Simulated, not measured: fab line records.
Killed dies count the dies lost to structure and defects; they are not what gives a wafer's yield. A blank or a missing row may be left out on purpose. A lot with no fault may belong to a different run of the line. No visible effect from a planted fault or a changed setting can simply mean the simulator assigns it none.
Problem report, 8D (eight disciplines) form, completed by code -- flow n5-finfet -- the parts of the form that need people (team, actions taken, sign-off) are left out

## 1. THE PROBLEM
Wafers without a fault read 1499.8 rpm, standard deviation 1.1; spin-speed-rpm at N5_DUMMY_GATE_COAT_34 reads a mean of 1197.1 rpm on 6 wafers belonging to 2 lots. That is -99 or more standard deviations from the usual mean.
The step: time 60 s, resist thk 60 nm.
Earliest sighting: wafer L814.1 on litho-track-05 at day 5 09:46. The record holds 12 wafers of 4 lots with a number at this step. By rule, "out" or "out of limits" means more than 4 standard deviations away from the usual mean. All remaining wafers that have a number are taken as sound.

## 2. WHAT THIS IS AND IS NOT
question,is,is not
which readings at this step,spin-speed-rpm,-
which lots,"L814, L815","L807, L813"
which wafers of those lots,all that have a number,-
read on which tools,litho-track-05,litho-track-03
when,from day 5 09:46,up to then (6 sound wafers)

## 3. SUSPECTS, AND WHAT RULES EACH OUT
Counting: any tool at a process step up to the reading is kept as a suspect provided that every lot that is out went through it and no sound lot did after the first of them.
- litho-track-05 at N5_DUMMY_GATE_COAT_34 (time 60 s, resist thk 60 nm): kept. All lots that are out passed through it, beginning with L814 at day 5 09:46, and no sound lot followed; its final sound lot before that point was L807 at day 3 16:17. Its own readings are out on those wafers: spin-speed-rpm.
Left after counting: litho-track-05 at N5_DUMMY_GATE_COAT_34.

## 4. THE CAUSE (what the simulator had put in)
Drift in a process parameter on litho-track-05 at N5_DUMMY_GATE_COAT_34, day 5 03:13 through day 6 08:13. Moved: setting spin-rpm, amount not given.
After counting, this tool was the only one left.

## 5. THE CHAIN OF EFFECTS, in route order
One row per reading whose mean, taken over the struck wafers that have a number, lies over 3 standard deviations from the usual. Only readings for which the record gives a usual standard deviation are gone through. hours: the time from each lot's start at the first step in this table that gives one to its start at this step, as a median over the lots. sigmas: the change in usual standard deviations.
hours,step,reading,usual,on struck wafers,change,sigmas
0,N5_DUMMY_GATE_COAT_34,spin-speed-rpm,1499.8 rpm,1197.1,-302.7,-99 or more
The process steps in it:
- N5_DUMMY_GATE_COAT_34: time 60 s, resist thk 60 nm.
At these later measuring or inspecting steps, every struck wafer for which the step has a row has a number for every such reading, and none has moved that far: N5_BEOL_M4_RC_MEAS_101.

## 6. HOW IT WOULD HAVE BEEN CAUGHT EARLIER
In this record no reading fell out of limits until day 5 09:46, 7 hours after the fault had begun at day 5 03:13.
